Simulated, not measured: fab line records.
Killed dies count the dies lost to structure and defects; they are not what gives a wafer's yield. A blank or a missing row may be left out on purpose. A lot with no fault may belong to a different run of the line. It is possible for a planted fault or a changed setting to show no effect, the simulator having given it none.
Split-lot study / flow n5_finfet / 7 lots, 21 wafers read, on a route of 1938 steps

## SPLIT DETAILS
At N5_BEOL_M3_TRENCH_ETCH_37 (etches SiOC in C4F6/O2, target depth 55.555 nm, time 29.2 s), the setting bias_w was moved away from the recipe's 185 W on 8 of the 21 wafers read, by -16.3% to +8.8%. This setting was run at the recipe's value on the other wafers.

The split's own step is where the reading is taken.

## THE READING
rf_vpp_V, in V, at N5_BEOL_M3_TRENCH_ETCH_37 (etches SiOC in C4F6/O2, target depth 55.555 nm, time 29.2 s). Fault-free wafers of this fab line usually give 664 V, standard deviation 14 V.

wafer=L075.1; tool, chamber at the split=rie_diel-04, 1; bias_w as run, W=154.8; against the recipe=-16.3%; rf_vpp_V, V=596; against lot-mates on the recipe=-74
wafer=L075.4; tool, chamber at the split=rie_diel-04, 3; bias_w as run, W=154.8; against the recipe=-16.3%; rf_vpp_V, V=581; against lot-mates on the recipe=-89
wafer=L075.5; tool, chamber at the split=rie_diel-04, 3; bias_w as run, W=185; against the recipe=recipe; rf_vpp_V, V=670; against lot-mates on the recipe=-
wafer=L080.3; tool, chamber at the split=rie_diel-04, 1; bias_w as run, W=185; against the recipe=recipe; rf_vpp_V, V=688; against lot-mates on the recipe=-
wafer=L080.4; tool, chamber at the split=rie_diel-04, 0; bias_w as run, W=161.7; against the recipe=-12.6%; rf_vpp_V, V=579; against lot-mates on the recipe=-109
wafer=L080.6; tool, chamber at the split=rie_diel-04, 2; bias_w as run, W=161.7; against the recipe=-12.6%; rf_vpp_V, V=603; against lot-mates on the recipe=-85
wafer=L085.4; tool, chamber at the split=rie_diel-05, 3; bias_w as run, W=185; against the recipe=recipe; rf_vpp_V, V=661; against lot-mates on the recipe=-
wafer=L085.5; tool, chamber at the split=rie_diel-05, 0; bias_w as run, W=173.3; against the recipe=-6.3%; rf_vpp_V, V=624; against lot-mates on the recipe=-36
wafer=L085.6; tool, chamber at the split=rie_diel-05, 3; bias_w as run, W=185; against the recipe=recipe; rf_vpp_V, V=659; against lot-mates on the recipe=-
wafer=L083.3; tool, chamber at the split=rie_diel-04, 3; bias_w as run, W=185; against the recipe=recipe; rf_vpp_V, V=670; against lot-mates on the recipe=-
wafer=L083.5; tool, chamber at the split=rie_diel-04, 1; bias_w as run, W=167.6; against the recipe=-9.4%; rf_vpp_V, V=634; against lot-mates on the recipe=-36
wafer=L083.6; tool, chamber at the split=rie_diel-04, 3; bias_w as run, W=167.6; against the recipe=-9.4%; rf_vpp_V, V=620; against lot-mates on the recipe=-50
wafer=L084.1; tool, chamber at the split=rie_diel-04, 2; bias_w as run, W=185; against the recipe=recipe; rf_vpp_V, V=670; against lot-mates on the recipe=-
wafer=L084.2; tool, chamber at the split=rie_diel-04, 3; bias_w as run, W=185; against the recipe=recipe; rf_vpp_V, V=670; against lot-mates on the recipe=-
wafer=L084.5; tool, chamber at the split=rie_diel-04, 2; bias_w as run, W=185; against the recipe=recipe; rf_vpp_V, V=670; against lot-mates on the recipe=-
wafer=L090.2; tool, chamber at the split=rie_diel-04, 0; bias_w as run, W=185; against the recipe=recipe; rf_vpp_V, V=644; against lot-mates on the recipe=-
wafer=L090.3; tool, chamber at the split=rie_diel-04, 3; bias_w as run, W=185; against the recipe=recipe; rf_vpp_V, V=668; against lot-mates on the recipe=-
wafer=L090.6; tool, chamber at the split=rie_diel-04, 2; bias_w as run, W=201.3; against the recipe=+8.8%; rf_vpp_V, V=717; against lot-mates on the recipe=+61
wafer=L092.1; tool, chamber at the split=rie_diel-05, 3; bias_w as run, W=185; against the recipe=recipe; rf_vpp_V, V=661; against lot-mates on the recipe=-
wafer=L092.2; tool, chamber at the split=rie_diel-05, 1; bias_w as run, W=185; against the recipe=recipe; rf_vpp_V, V=655; against lot-mates on the recipe=-
wafer=L092.4; tool, chamber at the split=rie_diel-05, 0; bias_w as run, W=185; against the recipe=recipe; rf_vpp_V, V=658; against lot-mates on the recipe=-

FIT RESULTS
A straight line over all 21 wafers: rf_vpp_V changes by +5.09 V for each +1% of bias_w; r = +0.95; the points scatter about the line by 11 V.
The same after taking each lot's own level away (the mean of its wafers on the recipe; 21 wafers): +5.89 V for each +1%; r = +0.96; scatter 12 V.
The reading moves by 96 V for the largest change in bias_w, on that fit.
From 656.0 to 688.0 V: that is the span of the lots' own levels, equal to 2.3 times the standard deviation above.
So the lot-to-lot level changes the slope: the two fits differ.
Check: -102 V against its lot-mates is what the line predicts for one of the wafers moved furthest among these (-16.3%) when that wafer is left out of the fit. Against them it came out at -74 V.
Tool readings at the split's step, against how far the setting was moved: rf_vpp_V r = +0.95.

## THESE WAFERS: OTHER SPLITS
Before the reading, these wafers also passed through other splits. Each is held against what the fit with the lots' levels taken away leaves over:
other split on the same wafers=N5_BEOL_M2_COAT_22 spin_rpm; wafers away from the commonest value=5; r with rf_vpp_V (lot level and that fit taken away)=-0.13
other split on the same wafers=N5_BEOL_M2_TRENCH_ETCH_37 source_w; wafers away from the commonest value=6; r with rf_vpp_V (lot level and that fit taken away)=+0.22

## THE FILE'S OWN FIT
rf_vpp_V changes by +5.87 V for each +1% of bias_w, r = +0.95.
